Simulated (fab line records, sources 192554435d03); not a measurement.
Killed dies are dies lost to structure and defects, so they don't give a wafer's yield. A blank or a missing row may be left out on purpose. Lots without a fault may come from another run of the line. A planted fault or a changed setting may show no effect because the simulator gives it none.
Chamber matching | flow n5_finfet | N5_BEOL_M14_VIA_ETCH_16 on rie_diel-04: 4 sister chambers
The step etches SiO2 in C4F8/O2/Ar, target depth 1231.3 nm. 4 wafers are shown with their chamber, then 9 later ones without.

WAFERS WITH THEIR CHAMBER
wafer  | chamber | rf_vpp_V (V)
L076.1 | 2       | 2184
L088.1 | 0       | 2248
L088.4 | 1       | 2211
L088.5 | 3       | 2267

WAFERS WITHOUT THEIR CHAMBER
wafer  | rf_vpp_V (V)
L091.1 | 2183
L091.4 | 2211
L091.5 | 2211
L093.1 | 2181
L093.4 | 2264
L093.6 | 2181
L095.3 | 2211
L095.5 | 2213
L095.6 | 2245

WHICH CHAMBER EACH WENT THROUGH
wafer  | from the rows above | in truth
L091.1 | 2                   | 2
L091.4 | 1                   | 1
L091.5 | 1                   | 1
L093.1 | 2                   | 2
L093.4 | 3                   | 3
L093.6 | 2                   | 2
L095.3 | 1                   | 1
L095.5 | 1                   | 1
L095.6 | 0                   | 0
Placed correctly: 9 of 9. Can't be placed from these rows: 0. Placed wrongly: 0.
How it was worked out, from the rows above alone: a wafer's distance from a chamber is the root of the sum, over the readings, of the square of ((its reading less the chamber's mean) divided by the reading's scatter). The wafer belongs to the nearest chamber; if the next one is less than 2 further off, it can't be placed. A chamber's mean is the mean of its shown wafers. The scatter: with one shown wafer a chamber, the root of the mean of the squares of how far each hidden wafer lies from its nearest shown one.
